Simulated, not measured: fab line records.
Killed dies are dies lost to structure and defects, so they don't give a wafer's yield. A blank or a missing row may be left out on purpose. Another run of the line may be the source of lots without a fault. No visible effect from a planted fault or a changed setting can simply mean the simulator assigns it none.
Which tool is to blame? :: flow n5 finfet :: route of 1938 steps, sampled at 1 step: 6 lots, 18 wafers

## WHAT THE GAUGES READ, wafer by wafer
N5_SD_EPI_N_INSPECT_11: inspects for defects (macro).
lot: L951
measured: day 3 05:36
on: defect inspect-01
raw defect count: 1 1 2

lot: L953
measured: day 3 17:56
on: defect inspect-01
raw defect count: 0 2 1

lot: L958
measured: day 5 03:29
on: defect inspect-01
raw defect count: 2 1 2

lot: L963
measured: day 6 06:57
on: defect inspect-02
raw defect count: 2 0 2

lot: L969
measured: day 7 22:29
on: defect inspect-02
raw defect count: 2 4 0

lot: L973
measured: day 8 20:47
on: defect inspect-02
raw defect count: 3 1 1

## WHAT TOOL EACH LOT RAN ON (gives the tool, then ch and the chambers of the sampled wafers, and finally the start)
No process step before these readings appears in the record.

## THE ANSWER, worked out from the rows above alone
Rule: usual is defined by the lots themselves. The widest of any qualifying gaps counts: lots, ordered by their means at a reading, are off when they make up no more than a third of the lots, leave a main group of 4 or more, and stand apart from it by 3 or more times the standard deviation of that group's means. Not used: any main group whose means are identical at the precision the tables above print for the reading. Also off: a lot with no number at a reading for which 4 or more lots have one. All remaining lots with rows at the step are treated as sound.
No lot is off on any of the readings shown, so nothing can be concluded from this.

## WHAT HAD BEEN PUT IN BY THE SIMULATOR
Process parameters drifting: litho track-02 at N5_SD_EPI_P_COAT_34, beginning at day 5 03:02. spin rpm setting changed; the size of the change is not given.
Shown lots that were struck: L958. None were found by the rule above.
